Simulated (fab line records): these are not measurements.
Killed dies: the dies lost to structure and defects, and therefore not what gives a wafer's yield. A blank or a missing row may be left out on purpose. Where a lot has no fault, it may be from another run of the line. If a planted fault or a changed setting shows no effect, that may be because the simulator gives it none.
Which of the tools did it? / flow n5Finfet / Sampling: 10 lots, 30 wafers, 3 of 1938 route steps

WHAT THE GAUGES READ, wafer by wafer
N5_BEOL_M10_CD_MEAS_11 targets a cd of 64.1 nm. Usual: cdNm at 64.1 nm, with a standard deviation of 0.49.
lot=L938; measured=day 9 15:59; on=cdSem-02; cdNm (nm)=63.7 64.2 63.8; flag=
lot=L940; measured=day 10 03:22; on=cdSem-01; cdNm (nm)=63.8 64.6 63.6; flag=
lot=L939; measured=day 10 18:10; on=cdSem-03; cdNm (nm)=64.8 64.4 64.8; flag=
lot=L942; measured=day 11 13:14; on=cdSem-03; cdNm (nm)=64.5 64.2 64.2; flag=
lot=L949; measured=day 13 15:04; on=cdSem-02; cdNm (nm)=65.0 64.8 64.9; flag=
lot=L951; measured=day 14 05:07; on=cdSem-01; cdNm (nm)=64.2 63.8 63.4; flag=
lot=L956; measured=day 14 16:43; on=cdSem-02; cdNm (nm)=63.1 63.7 64.2; flag=
lot=L955; measured=day 15 01:04; on=cdSem-01; cdNm (nm)=64.2 64.2 63.9; flag=
lot=L958; measured=day 15 19:43; on=cdSem-03; cdNm (nm)=64.9 64.8 65.3; flag=
lot=L960; measured=day 17 01:27; on=cdSem-03; cdNm (nm)=63.1 63.6 63.2; flag=

N5_BEOL_M10_CD_MEAS_28 targets a cd of 70 nm. Usual: cdNm at 69.9 nm, with a standard deviation of 0.76.
lot=L938; measured=day 9 17:04; on=cdSem-01; cdNm (nm)=70.2 70.2 70.2; flag=
lot=L940; measured=day 10 04:47; on=cdSem-03; cdNm (nm)=69.5 71.0 70.3; flag=
lot=L939; measured=day 10 21:32; on=cdSem-03; cdNm (nm)=69.7 68.8 70.1; flag=
lot=L942; measured=day 11 15:26; on=cdSem-02; cdNm (nm)=69.8 70.1 70.0; flag=
lot=L949; measured=day 13 17:49; on=cdSem-03; cdNm (nm)=70.6 71.3 70.7; flag=
lot=L951; measured=day 14 06:16; on=cdSem-01; cdNm (nm)=78.1 76.5 78.1; flag=OFF
lot=L956; measured=day 14 20:10; on=cdSem-02; cdNm (nm)=70.7 71.1 70.9; flag=
lot=L955; measured=day 15 01:54; on=cdSem-02; cdNm (nm)=76.2 76.4 75.4; flag=OFF
lot=L958; measured=day 15 23:21; on=cdSem-03; cdNm (nm)=69.7 68.8 69.8; flag=
lot=L960; measured=day 17 03:49; on=cdSem-02; cdNm (nm)=70.1 70.3 69.9; flag=

WHICH TOOL RAN EACH LOT (tool, then ch and the chambers of the sampled wafers, then the start)
lot=L938; N5_BEOL_M10_EXPOSE_25=arfiScanner-02 ch 0, day 9 16:56
lot=L940; N5_BEOL_M10_EXPOSE_25=arfiScanner-02 ch 0, day 10 04:40
lot=L939; N5_BEOL_M10_EXPOSE_25=arfiScanner-01 ch 0, day 10 21:25
lot=L942; N5_BEOL_M10_EXPOSE_25=arfiScanner-03 ch 0, day 11 15:18
lot=L949; N5_BEOL_M10_EXPOSE_25=arfiScanner-01 ch 0, day 13 17:41
lot=L951; N5_BEOL_M10_EXPOSE_25=arfiScanner-01 ch 0, day 14 06:08
lot=L956; N5_BEOL_M10_EXPOSE_25=arfiScanner-03 ch 0, day 14 20:02
lot=L955; N5_BEOL_M10_EXPOSE_25=arfiScanner-01 ch 0, day 15 01:46
lot=L958; N5_BEOL_M10_EXPOSE_25=arfiScanner-03 ch 0, day 15 23:13
lot=L960; N5_BEOL_M10_EXPOSE_25=arfiScanner-03 ch 0, day 17 03:41
- N5_BEOL_M10_EXPOSE_25: exposes mask V9.

AS READ BY THE TOOLS THEMSELVES (means over the sampled wafers that have a number; for cases with no such wafer, the mark the record gives instead)
N5_BEOL_M10_EXPOSE_25. Usual: exposureDoseMJCm2 at 85.43, with a standard deviation of 0.087.
lot=L938 tool=arfiScanner-02 exposureDoseMJCm2=85.35 flag=
lot=L940 tool=arfiScanner-02 exposureDoseMJCm2=85.21 flag=
lot=L939 tool=arfiScanner-01 exposureDoseMJCm2=85.47 flag=
lot=L942 tool=arfiScanner-03 exposureDoseMJCm2=85.49 flag=
lot=L949 tool=arfiScanner-01 exposureDoseMJCm2=85.48 flag=
lot=L951 tool=arfiScanner-01 exposureDoseMJCm2=93.98 flag=OFF
lot=L956 tool=arfiScanner-03 exposureDoseMJCm2=85.38 flag=
lot=L955 tool=arfiScanner-01 exposureDoseMJCm2=90.89 flag=OFF
lot=L958 tool=arfiScanner-03 exposureDoseMJCm2=85.44 flag=
lot=L960 tool=arfiScanner-03 exposureDoseMJCm2=85.30 flag=

THE ANSWER, worked out from the rows above alone
Rule: a lot is off if the mean of its wafers that have a number lies more than 3 standard deviations from the usual mean. A lot without any number at a reading at which 4 lots or more have one is off too. All remaining lots with rows at the step are treated as sound. Order of review: gauges by route order, followed by the tools' own readings, for which a lot's mean as printed above is used. The first step at which some lot is off is used, and at that step the reading that is off furthest; a lot without a number counts as furthest.
Off, at N5_BEOL_M10_CD_MEAS_28 on cdNm: L951, L955.
A tool fits if, at a process step before that reading, it ran every lot that is off, and no sound lot after the first of them. Not tried: the gauges at N5_BEOL_M10_CD_MEAS_28; whatever is off there is also off at N5_BEOL_M10_EXPOSE_25, on other tools, and gauge error can't account for it. One fits: arfiScanner-01 at N5_BEOL_M10_EXPOSE_25. A fault onset in the window from L949 (day 13 17:41, its last sound lot) to L951 (day 14 06:08, its first lot off) fits.
The tool's own readings at N5_BEOL_M10_EXPOSE_25 bear it out: on the lots that are off they differ by more than 5 times the standard deviation of the sound lots' means. exposureDoseMJCm2 reads 92.44 there against 85.39 on the sound lots.

WHAT THE SIMULATOR HAD INSERTED
Process parameter drift: arfiScanner-01, from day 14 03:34 on, at N5_BEOL_M10_EXPOSE_25. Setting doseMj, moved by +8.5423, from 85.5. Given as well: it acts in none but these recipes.
Shown lots that were struck: L951, L955. Same finding as the rule above.
